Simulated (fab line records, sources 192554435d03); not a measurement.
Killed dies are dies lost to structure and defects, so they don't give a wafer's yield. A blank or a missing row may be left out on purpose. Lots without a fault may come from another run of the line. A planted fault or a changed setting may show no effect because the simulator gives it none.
Chamber matching | flow n5_finfet | N5_BEOL_M5_STRIP_36 on rie_diel-02: 4 sister chambers
The step strips in N2/H2. 22 wafers are shown with their chamber, then 11 later ones without.

WAFERS WITH THEIR CHAMBER
wafer  | chamber | drypump_motor_current_A (A) | showerhead_plenum_p_Torr (Torr) | throttle_valve_pct (%)
L076.1 | 3       | 5.0                         | 2.48                            | 23.88
L076.4 | 0       | 6.5                         | 2.61                            | 23.71
L076.6 | 2       | 5.1                         | 2.53                            | 23.63
L075.1 | 1       | 5.6                         | 2.62                            | 23.43
L075.2 | 0       | 6.5                         | 2.61                            | 23.75
L075.3 | 3       | 5.0                         | 2.48                            | 23.89
L075.4 | 2       | 5.1                         | 2.53                            | 23.61
L075.5 | 3       | 5.0                         | 2.48                            | 23.87
L075.6 | 2       | 5.1                         | 2.53                            | 23.61
L079.2 | 0       | 6.5                         | 2.61                            | 23.24
L079.4 | 3       | 5.0                         | 2.48                            | 23.89
L079.6 | 0       | 6.5                         | 2.61                            | 23.23
L080.1 | 0       | 6.5                         | 2.61                            | 23.27
L080.4 | 1       | 5.6                         | 2.61                            | 23.46
L080.5 | 0       | 6.5                         | 2.61                            | 23.25
L083.2 | 0       | 6.4                         | 2.60                            | 23.26
L083.3 | 1       | 5.6                         | 2.61                            | 23.45
L083.4 | 2       | 5.1                         | 2.53                            | 23.64
L086.1 | 1       | 5.6                         | 2.61                            | 23.44
L086.2 | 3       | 4.9                         | 2.47                            | 23.89
L086.4 | 1       | 5.6                         | 2.61                            | 23.48
L088.2 | 1       | 5.6                         | 2.61                            | 23.47

SIGNATURES (means of the wafers above)
reading                  | chamber 0 | chamber 1 | chamber 2 | chamber 3 | scatter within a chamber
drypump_motor_current_A  | 6.486     | 5.600     | 5.100     | 4.980     | 0.0303
showerhead_plenum_p_Torr | 2.6086    | 2.6117    | 2.5300    | 2.4780    | 0.00372
throttle_valve_pct       | 23.3871   | 23.4550   | 23.6225   | 23.8840   | 0.136
Rule: a wafer's distance from a chamber is the root of the sum, over the readings, of the square of ((its reading less the chamber's mean) divided by the reading's scatter). The wafer belongs to the nearest chamber; if the next one is less than 2 further off, it can't be placed. The scatter: the root of (the sum of the squares of (reading less its chamber's mean) over the shown wafers, divided by (wafers less chambers)).

WAFERS WITHOUT THEIR CHAMBER
wafer  | drypump_motor_current_A (A) | showerhead_plenum_p_Torr (Torr) | throttle_valve_pct (%)
L088.3 | 5.0                         | 2.47                            | 23.92
L088.5 | 5.0                         | 2.47                            | 23.90
L087.1 | 5.6                         | 2.61                            | 23.45
L087.5 | 4.9                         | 2.47                            | 23.93
L087.6 | 6.5                         | 2.60                            | 23.26
L089.2 | 5.1                         | 2.52                            | 23.67
L089.5 | 5.0                         | 2.47                            | 23.90
L089.6 | 6.5                         | 2.60                            | 23.27
L097.1 | 5.0                         | 2.46                            | 23.92
L097.2 | 5.6                         | 2.60                            | 23.47
L097.5 | 5.0                         | 2.46                            | 23.91

WHICH CHAMBER EACH WENT THROUGH
wafer  | from the rows above | in truth
L088.3 | 3                   | 3
L088.5 | 3                   | 3
L087.1 | 1                   | 1
L087.5 | 3                   | 3
L087.6 | 0                   | 0
L089.2 | 2                   | 2
L089.5 | 3                   | 3
L089.6 | 0                   | 0
L097.1 | 3                   | 3
L097.2 | 1                   | 1
L097.5 | 3                   | 3
Placed correctly: 11 of 11. Can't be placed from these rows: 0. Placed wrongly: 0.
